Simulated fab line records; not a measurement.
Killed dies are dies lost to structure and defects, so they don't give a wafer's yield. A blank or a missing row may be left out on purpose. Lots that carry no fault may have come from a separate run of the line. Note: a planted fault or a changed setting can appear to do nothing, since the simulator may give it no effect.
fab line records    flow n5_finfet
record lots=7  wafers=19  last_day=15
route steps=1938 shown HKMG_FIN@462 GATE_CUT@465
lots with no fault: from the same line, run without faults
start_h: start of the lot's first displayed wafer, in hours after the record's first day    wait_h: time in hours since the lot's previous step    " repeats the value in the row above    L1.1+2: several wafers, shown together as one row    - value missing, or start not given    * or withheld: withheld    < > ~ a bound
route shown NAME@n: names a module that has steps shown in the file, with the first one's number in the route    usual: the fault-free wafers' mean and standard deviation    same: alike in all rows    chamber/n: place in a boat    sites: readings site by site    _std_site: the standard deviation of these    _edge_site: the outer-site mean with the inner-site mean subtracted    radius_mm: for every site, how far away it sits from the centre of the wafer    mask NAME#n: copy n    behind: the tool/chamber that last shaped the wafer    hold: the reason the lot was held/the length of the hold in hours/how it ended    device: the transistor (n, p or np) that didn't switch    end of line: the same wafers' tests at the end of the route    a step with no rows: only its recipe    killed: dies lost to structure and defects at the first sort, not the wafer's yield    map: a wafer's dies, x killed, . not, _ none there
set.NAME: the run value of the setting; set.NAME@STEP: its run value at that earlier step    model.NAME: the simulator's own value behind a step, which no gauge read
lots at some steps of the route; a table a step, a row a wafer
services: from which hour (start_h, from the record's first day; less than 0 if before it) a tool's chamber was out of use, for how many hours, and why
## steps
# step N5_HKMG_FIN_CMP_94
# recipe stop_on=SiNx  post_cmp_clean=w_dilute_nh4oh  t_overpolish_s=4.7  down_force_psi=4  platen_rpm=50.289  pad_velocity_m_s=1.0006  target_thk_nm=43.299
# usual motor_current_A=12.0/1.3  retaining_ring_pressure_frac=1.001/0.0048
lot.wafer  tool    chamber  start_h  wait_h  motor_current_A  retaining_ring_pressure_frac
L497.1     cmp-01  3        102.53   0.3     11.6             1.004
L497.4     "       0        "        "       10.6             0.999
L497.5     "       1        "        "       11.5             1.001
L498.3     cmp-03  2        107.82   0.4     13.5             1.006
L498.2     "       0        "        "       12.4             1.007
L498.6     "       2        "        "       13.6             1.013
L501.4     cmp-01  0        125.39   0.3     10.8             0.997
L501.1     "       2        "        "       11.9             1.004
L501.6     "       3        "        "       11.8             1.006
L502.4     cmp-01  2        131.54   0.4     12.1             0.992
L502.3     "       1        "        "       11.3             0.997
L502.5     "       3        "        "       11.1             0.995
L503.1     cmp-01  2        141.13   0.3     12.3             1.005
L503.6     "       1        "        "       11.5             0.999
L506.1     cmp-03  3        159.95   0.2     14.0             1.001
L506.6     "       0        "        "       12.4             1.005
L507.2     cmp-03  3        162.74   0.4     13.7             1.002
L507.3     "       1        "        "       14.3             1.008
L507.6     "       3        "        "       14.0             1.002
# step N5_HKMG_FIN_INSPECT_28
# recipe inspect_instrument=darkfield  mode=post_cmp
# usual raw_defect_count=35/12
lot.wafer  tool               chamber  start_h  wait_h  raw_defect_count
L497.1     defect_inspect-02  -        102.70   0.0     49
L497.4     "                  -        "        "       28
L497.5     "                  -        "        "       24
L498.2     defect_inspect-01  -        108.06   0.0     29
L498.3     "                  -        "        "       34
L498.6     "                  -        "        "       33
L501.1     defect_inspect-01  -        125.59   0.0     46
L501.4     "                  -        "        "       35
L501.6     "                  -        "        "       29
L502.3     defect_inspect-02  -        131.77   0.0     42
L502.4     "                  -        "        "       28
L502.5     "                  -        "        "       42
L503.1     defect_inspect-01  -        141.31   0.0     40
L503.6     "                  -        "        "       27
L506.1     defect_inspect-01  -        160.09   0.0     35
L506.6     "                  -        "        "       50
L507.2     defect_inspect-02  -        162.97   0.0     28
L507.3     "                  -        "        "       38
L507.6     "                  -        "        "       29
# step N5_GATE_CUT_ETCHBACK_00
# recipe chemistry=SF6/Cl2  target=W  pressure_mtorr=8  icp_w=900  bias_w=80  SF6_flow_sccm=40  Cl2_flow_sccm=60
# step N5_GATE_CUT_ETCH_56
# recipe chemistry=Cl2/Ar  target=TiN  target_depth_a=216  pressure_mtorr=10  icp_w=600  bias_w=60  Cl2_flow_sccm=40  Ar_flow_sccm=60
# usual drypump_motor_current_A=5.8/0.37  he_backside_leak_sccm=3.5/0.41  oes_product_au=0.71/0.13  throttle_valve_pct=20.84/0.29
lot.wafer  tool          chamber  start_h  wait_h  drypump_motor_current_A  he_backside_leak_sccm  oes_product_au  rf_hours_counter_h  throttle_valve_pct
L497.1     rie_metal-03  1        102.86   0.1     5.6                      3.5                    0.68            96                  20.84
L497.4     "             1        "        "       5.6                      3.6                    0.68            -                   20.81
L497.5     "             1        "        "       5.6                      3.4                    0.68            -                   20.83
L498.2     rie_metal-02  1        108.21   0.1     5.6                      3.4                    0.61            127                 21.16
L498.3     "             0        "        "       5.9                      3.4                    0.98            -                   20.13
L498.6     "             0        "        "       5.9                      3.4                    0.97            -                   20.15
L501.1     rie_metal-01  0        125.75   0.1     6.5                      3.3                    0.62            124                 20.90
L501.4     "             1        "        "       5.6                      3.6                    0.58            -                   21.26
L501.6     "             1        "        "       5.6                      3.7                    0.59            -                   21.23
L502.3     rie_metal-03  1        131.95   0.1     5.6                      3.8                    0.66            -                   20.84
L502.4     "             0        "        "       5.7                      3.4                    0.68            -                   20.69
L502.5     "             0        "        "       5.6                      3.4                    0.68            -                   20.70
L503.1     rie_metal-02  0        141.47   0.1     5.9                      3.3                    0.93            6                   20.12
L503.6     "             1        "        "       5.5                      3.3                    0.61            -                   21.16
L506.1     rie_metal-03  0        160.24   0.1     5.6                      3.7                    0.67            99                  20.69
L506.6     "             0        "        "       5.7                      3.8                    0.67            -                   20.70
L507.2     rie_metal-01  0        163.13   0.1     6.6                      3.2                    0.62            127                 20.92
L507.3     "             0        "        "       6.6                      3.2                    0.62            -                   20.91
L507.6     "             1        "        "       5.5                      3.4                    0.99            -                   21.10
# step N5_GATE_CUT_ETCHBACK_30
# recipe chemistry=Cl2/Ar  target=TiN  target_depth_a=30  mode=isotropic  pressure_mtorr=10  icp_w=600  bias_w=60  Cl2_flow_sccm=40  Ar_flow_sccm=60
# step N5_GATE_CUT_VAPOR_ETCH_60
# recipe chemistry=BCl3/Cl2  target=HfO2  mode=isotropic
# usual drypump_motor_current_A=5.8/0.37  he_backside_leak_sccm=3.5/0.34  oes_product_au=0.71/0.14
lot.wafer  tool          chamber  start_h  wait_h  drypump_motor_current_A  he_backside_leak_sccm  oes_product_au
L497.1     rie_metal-03  1        102.98   0.0     5.6                      3.6                    0.68
L497.4     "             1        "        "       5.6                      3.8                    0.68
L497.5     "             1        "        "       5.6                      3.8                    0.68
L498.2     rie_metal-02  1        108.33   0.0     5.5                      3.2                    0.61
L498.3     "             0        "        "       5.9                      3.5                    0.97
L498.6     "             0        "        "       5.9                      3.4                    0.99
L501.1     rie_metal-01  0        125.87   0.0     6.5                      3.5                    0.60
L501.4     "             1        "        "       5.6                      3.6                    0.58
L501.6     "             1        "        "       5.6                      3.6                    0.58
L502.3     rie_metal-03  1        132.05   0.0     5.6                      3.7                    0.67
L502.4     "             0        "        "       5.6                      3.4                    0.68
L502.5     "             0        "        "       5.6                      3.4                    0.67
L503.1     rie_metal-02  0        141.59   0.0     5.9                      3.6                    0.94
L503.6     "             1        "        "       5.5                      3.2                    0.61
L506.1     rie_metal-03  0        160.36   0.0     5.7                      3.7                    0.67
L506.6     "             0        "        "       5.6                      3.6                    0.66
L507.2     rie_metal-01  0        163.25   0.0     6.5                      3.4                    0.59
L507.3     "             0        "        "       6.5                      3.5                    0.60
L507.6     "             1        "        "       5.5                      3.5                    1.00
# step N5_GATE_CUT_ETCH_58
# recipe chemistry=CH3F/O2  target=SiNx  target_depth_a=170  time_s=128.6  ion_energy_ev=50  pressure_mtorr=30  source_w=415  bias_w=21  Ar_flow_sccm=150  CH3F_flow_sccm=30  O2_flow_sccm=20
# usual drypump_motor_current_A=5.7/0.4  oes_product_au=0.80/0.079  rf_vpp_V=99.1/1.2  showerhead_plenum_p_Torr=2.00/0.074  throttle_valve_pct=16.29/0.15
lot.wafer  tool         chamber  start_h  wait_h  drypump_motor_current_A  oes_product_au  rf_hours_counter_h  rf_vpp_V  showerhead_plenum_p_Torr  throttle_valve_pct
L497.1     rie_diel-04  2        103.07   0.1     5.6                      0.68            245                 98.0      1.89                      16.39
L497.4     "            1        "        "       5.8                      0.91            23                  100.1     2.12                      16.20
L497.5     "            2        "        "       5.6                      0.67            -                   97.3      1.89                      16.41
L498.2     rie_diel-04  3        108.62   0.3     5.7                      0.70            226                 97.7      1.89                      16.44
L498.3     "            2        "        "       5.6                      0.68            246                 98.0      1.89                      16.40
L498.6     "            2        "        "       5.6                      0.67            -                   98.3      1.89                      16.39
L501.1     rie_diel-05  1        125.92   0.0     6.1                      0.82            92                  98.3      1.95                      16.40
L501.4     "            1        "        "       6.1                      0.81            -                   99.6      1.95                      16.41
L501.6     "            2        "        "       5.3                      0.81            -                   97.5      2.01                      16.40
L502.3     rie_diel-01  3        132.09   0.0     6.0                      0.79            135                 99.4      2.02                      16.26
L502.4     "            3        "        "       6.0                      0.78            -                   98.4      2.02                      16.27
L502.5     "            2        "        "       5.1                      0.82            -                   97.6      1.95                      16.38
L503.1     rie_diel-01  2        141.67   0.1     5.1                      0.83            85                  99.7      1.95                      16.38
L503.6     "            2        "        "       5.1                      0.82            -                   98.5      1.95                      16.38
L506.1     rie_diel-01  2        160.41   0.0     5.2                      0.82            93                  98.7      1.95                      16.40
L506.6     "            1        "        "       6.4                      0.84            -                   97.7      1.96                      16.02
L507.2     rie_diel-04  2        163.66   0.4     5.6                      0.94            6                   100.8     2.14                      15.93
L507.3     "            1        "        "       5.9                      0.87            44                  99.5      2.11                      16.26
L507.6     "            2        "        "       5.6                      0.94            -                   99.8      2.14                      15.93
# step N5_GATE_CUT_STRIP_59
# recipe chemistry=N2/H2  time_s=20  power_w=100  temp_c=40  pressure_mtorr=100  rf_frequency_hz=6e+07  bias_power_w=3  n2_flow_sccm=300  h2_flow_sccm=300
# step N5_GATE_CUT_PRECLEAN_31
# recipe temp_c=23  chemistry=DIW  time_s=300
# step N5_GATE_CUT_SRD_32
# recipe time_s=30  temp_c=23  rinse_liquid=diw  dry=ipa_marangoni
# step N5_GATE_CUT_SAC_CAP_01
# recipe material=SiNx  target_thk_a=240  temp_c=400  ald_precursor_family=SiH2I2  ald_co_reactant=N2/H2-plasma  pulse_time_s=1  ald_cycles=480  purge_time_s=2  co_reactant_purge_time_s=2  pressure_torr=2
# usual heater_power_w=835/110  precursor_pulse_height_rel=1.000/0.019
lot.wafer  tool        chamber  start_h  wait_h  heater_power_w  precursor_pulse_height_rel
L497.1     ald_sin-04  0        103.39   0.0     831             1.001
L497.4     "           3        "        "       768             0.997
L497.5     "           2        104.47   1.1     947             1.027
L498.2     ald_sin-01  0        108.94   0.0     784             0.986
L498.3     "           2        "        "       775             1.047
L498.6     "           0        110.03   1.1     800             1.002
L501.1     ald_sin-04  1        126.23   0.0     894             0.977
L501.4     "           0        "        "       811             1.003
L501.6     "           3        127.32   1.1     779             0.994
L502.3     ald_sin-01  0        132.41   0.0     796             0.973
L502.4     "           1        133.50   1.1     903             1.004
L502.5     "           3        "        "       854             0.987
L503.1     ald_sin-03  3        141.98   0.0     827             0.988
L503.6     "           0        143.07   1.1     1026            1.005
L506.1     ald_sin-03  0        160.82   0.0     1028            0.986
L506.6     "           0        161.90   1.1     1037            1.016
L507.2     ald_sin-04  0        163.98   0.0     836             1.016
L507.3     "           3        "        "       784             0.983
L507.6     "           1        165.06   1.1     915             0.995
# step N5_GATE_CUT_PECVD_57
# recipe material=SiNx  target_thk_a=210  temp_c=400  precursor=SiH4/NH3/N2  pressure_torr=1.5  rf_w=300
# usual heater_power_w=674/76  showerhead_plenum_p_Torr=5.15/0.072  throttle_valve_pct=40.7/1.7
lot.wafer  tool      chamber  start_h  wait_h  heater_power_w  showerhead_plenum_p_Torr  throttle_valve_pct  model.SiNx_of_GATE_CUT_PECVD_57.thk_nm
L497.1     pecvd-03  1        105.58   1.1     659             5.17                      41.2                21.2
L497.4     "         1        "        "       672             5.17                      41.3                21.4
L497.5     "         2        "        "       645             5.14                      37.6                21.2
L498.2     pecvd-04  2        111.13   1.1     647             5.06                      40.8                20.8
L498.3     "         0        "        "       719             5.03                      40.6                20.4
L498.6     "         0        "        "       716             5.06                      41.1                20.8
L501.1     pecvd-04  0        128.43   1.1     677             5.06                      40.8                33
L501.4     "         0        "        "       685             5.04                      40.9                20.6
L501.6     "         1        "        "       685             5.25                      39.4                20.6
L502.3     pecvd-03  2        134.61   1.1     677             5.13                      37.4                20.4
L502.4     "         0        "        "       604             5.17                      42.5                21.2
L502.5     "         2        "        "       677             5.13                      37.6                20.8
L503.1     pecvd-04  0        144.18   1.1     744             5.04                      40.7                34
L503.6     "         2        "        "       598             5.06                      41.3                21.2
L506.1     pecvd-04  1        163.01   1.1     589             5.25                      39.3                33.4
L506.6     "         2        "        "       715             5.07                      40.8                21.2
L507.2     pecvd-03  0        166.17   1.1     538             5.16                      42.8                20.4
L507.3     "         0        "        "       539             5.17                      43.0                20.8
L507.6     "         1        "        "       709             5.17                      41.1                21.2
# step N5_GATE_CUT_CMP_02
# recipe stop_on=SiO2  t_overpolish_s=12.7  post_cmp_clean=alkaline_brush  down_force_psi=2.5  platen_rpm=51.8  pad_velocity_m_s=1.0307  target_thk_nm=0
# usual motor_current_A=8.5/0.66  retaining_ring_pressure_frac=1.000/0.0049  time_to_endpoint_s=25.1/2.8
lot.wafer  tool    chamber  start_h  wait_h  motor_current_A  retaining_ring_pressure_frac  time_to_endpoint_s
L497.4     cmp-04  1        105.65   0.0     9.4              0.994                         20.7
L497.1     "       0        "        "       8.4              0.999                         20.9
L497.5     "       2        "        "       8.5              0.998                         25.8
L498.3     cmp-04  0        111.24   0.1     8.7              1.001                         23.4
L498.2     "       2        "        "       9.1              0.993                         23.3
L498.6     "       0        "        "       8.1              1.005                         24.0
L501.4     cmp-04  0        128.54   0.1     8.6              1.000                         26.0
L501.1     "       2        "        "       8.6              0.997                         40.5
L501.6     "       3        "        "       7.2              1.001                         24.0
L502.4     cmp-01  3        134.68   0.0     8.6              1.000                         29.9
L502.3     "       0        "        "       8.3              1.002                         24.2
L502.5     "       0        "        "       8.0              1.003                         26.2
L503.1     cmp-01  3        144.25   0.1     8.8              1.000                         44.9
L503.6     "       3        "        "       8.8              1.005                         28.6
L506.1     cmp-01  2        163.20   0.2     9.6              0.996                         35.1
L506.6     "       3        "        "       8.4              0.997                         26.3
L507.2     cmp-04  2        166.44   0.2     8.7              0.999                         26.4
L507.3     "       3        "        "       7.3              1.010                         26.0
L507.6     "       1        "        "       8.4              1.008                         22.0
## services
tool          chamber  start_h  hours  kind
cmp-03        -        79.05    1.3    repair
rie_diel-04   0        80.56    7.8    repair
ald_sin-01    -        85.84    14.0   pm
ald_sin-01    0        85.84    14.0   vent_cycle
cmp-01        -        86.09    5.9    pm
pecvd-03      0        90.42    5.0    scheduled_down
rie_diel-01   -        98.51    2.8    pm
ald_sin-03    -        111.26   6.0    pm
rie_diel-01   3        111.79   13.2   repair
rie_metal-02  1        118.02   13.9   repair
rie_diel-04   2        120.94   -      clean
rie_diel-04   2        120.94   -      consumable_replace:focus_ring
rie_diel-04   2        120.94   -      consumable_replace:showerhead
rie_diel-04   2        120.94   23.6   scheduled_down
rie_diel-04   2        120.94   23.6   vent_cycle
rie_diel-01   0        123.46   131.8  repair
rie_diel-05   1        126.84   5.4    repair
rie_metal-01  1        135.54   -      clean
rie_metal-01  1        135.54   17.4   scheduled_down
rie_metal-01  1        135.54   17.4   vent_cycle
pecvd-04      0        137.13   5.5    scheduled_down
ald_sin-04    1        137.93   12.3   repair
rie_diel-01   3        154.67   14.1   repair
pecvd-03      2        164.67   13.1   repair
## key
first_sign step=N5_GATE_CUT_CMP_02  reading=time_to_endpoint_s  direction=up  sigmas=5.4  usual=*  struck=*
effect none on later readings
model_effect step=N5_GATE_CUT_PECVD_57  value=SiNx_of_GATE_CUT_PECVD_57.thk_nm  without=20.73  struck=33.47
met_at N5_GATE_CUT_PECVD_57
struck_wafers L501.1,L503.1,L506.1
tester_left_out L501,L503,L506
onset_between 111.13 128.43
fault kind=process_parameter_drift  tool=pecvd-04  chamber=-  onset_h=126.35  steps=N5_GATE_CUT_PECVD_57  channel=target_thk_a  offset=*  shape=step  end_h=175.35  scope=struck_wafers_only  acts_in=*  stated=*
# tester_left_out: of these lots the tester's yield and bins aren't shown, on N5 and GAA mostly nor the transistor test; their killed dies are dies lost to structure and defects alone, not to doping, threshold or leakage, so they don't give the yield
